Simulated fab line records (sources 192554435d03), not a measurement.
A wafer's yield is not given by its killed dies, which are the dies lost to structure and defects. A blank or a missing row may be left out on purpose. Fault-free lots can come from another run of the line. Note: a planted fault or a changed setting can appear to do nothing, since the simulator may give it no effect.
3 desks, one fault | flow n5-finfet | each desk holds nothing but its own numbers, with what lay behind them at the end

== FROM THE METROLOGY DESK ==
Means of the sampled wafers that have a number, per lot and without regard to the tool the lot ran on: this is what the gauges read. Any lot whose mean is over 4 standard deviations away from the usual mean is out of limits and marked OUT; that distance is given in the brackets.
Columns: A = cd-nm at N5_BEOL_M6_CD_MEAS_11, usual 38.9 nm; B = M6_OVL at N5_BEOL_M6_OVL_MEAS_12, usual -0.3 nm
lot  | first seen here | A    | B
L854 | day 9 08:32     | 39.0 | -0.7
L856 | day 9 20:01     | 38.7 | -0.7
L865 | day 11 23:23    | 38.9 | -0.5
L867 | day 12 21:38    | 38.6 | -0.8
L868 | day 13 03:02    | 38.5 | 0.3
L870 | day 13 11:49    | 38.8 | -0.0
Finding of this desk: none of the 6 lots has anything out of limits.

== TOOL OWNER'S DESK, rie-diel-01 ==
The tool's own readings at N5_BEOL_M6_ETCH_62 (etches SOC in N2/H2, target depth 110 nm, overetch 22 nm, time 165 s): means of the sampled wafers that have a number, for each lot that ran on this tool. Any lot whose mean is over 4 standard deviations away from the usual mean is out of limits and marked OUT; that distance is given in the brackets.
Columns: A = bias-w at N5_BEOL_M6_ETCH_62, usual 150.0 W; B = drypump-motor-current-A at N5_BEOL_M6_ETCH_62, usual 5.9 A; C = oes-product-au at N5_BEOL_M6_ETCH_62, usual 0.70 a.u.; D = rf-vpp-V at N5_BEOL_M6_ETCH_62, usual 524.0 V; E = showerhead-plenum-p-Torr at N5_BEOL_M6_ETCH_62, usual 2.55 Torr; F = throttle-valve-pct at N5_BEOL_M6_ETCH_62, usual 17.9 %
lot  | first seen here | A               | B   | C    | D               | E    | F
L856 | day 9 20:11     | 150.2           | 5.9 | 0.70 | 524.8           | 2.57 | 18.0
L865 | day 11 23:49    | 137.0 (-32) OUT | 5.7 | 0.68 | 495.6 (-14) OUT | 2.57 | 18.1
L867 | day 12 21:59    | 137.1 (-32) OUT | 6.1 | 0.69 | 493.2 (-15) OUT | 2.52 | 17.8
Finding of this desk: L865, L867 out of limits; the first was L865 at day 11 23:49, on bias-w at N5_BEOL_M6_ETCH_62. Within limits: L856.

== THE DEFECT DESK ==
What the inspections along the route counted, lot by lot: means of the sampled wafers that have a number. Any lot whose mean is over 4 standard deviations away from the usual mean is out of limits and marked OUT; that distance is given in the brackets.
Columns: A = raw-defect-count at N5_BEOL_M6_INSPECT_13, usual 430
lot  | first seen here | A
L854 | day 9 08:35     | 525
L856 | day 9 20:04     | 436
L865 | day 11 23:26    | 502
L867 | day 12 21:41    | 346
L868 | day 13 03:05    | 363
L870 | day 13 11:52    | 307
Finding of this desk: none of the 6 lots has anything out of limits.

== BROUGHT TOGETHER ==
An alarm could have come from the tool owner's desk at day 11 23:49, on L865, L867.
At the metrology desk, nothing out of limits was observed.
Nothing the defect desk looked at was out of limits.
The metrology desk holds a record of L865, L867, inside its limits.
The defect desk has L865, L867 on record, within its limits.
On rie-diel-01, each named lot ran N5_BEOL_M6_ETCH_62.

== WHAT HAD BEEN PUT IN BY THE SIMULATOR ==
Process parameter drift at N5_BEOL_M6_ETCH_62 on rie-diel-01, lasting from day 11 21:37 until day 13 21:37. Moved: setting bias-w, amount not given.
Struck lots among those shown: L865, L867.
Time in hours from fault onset to the first out-of-limits reading at each desk: the tool owner's desk, 2.
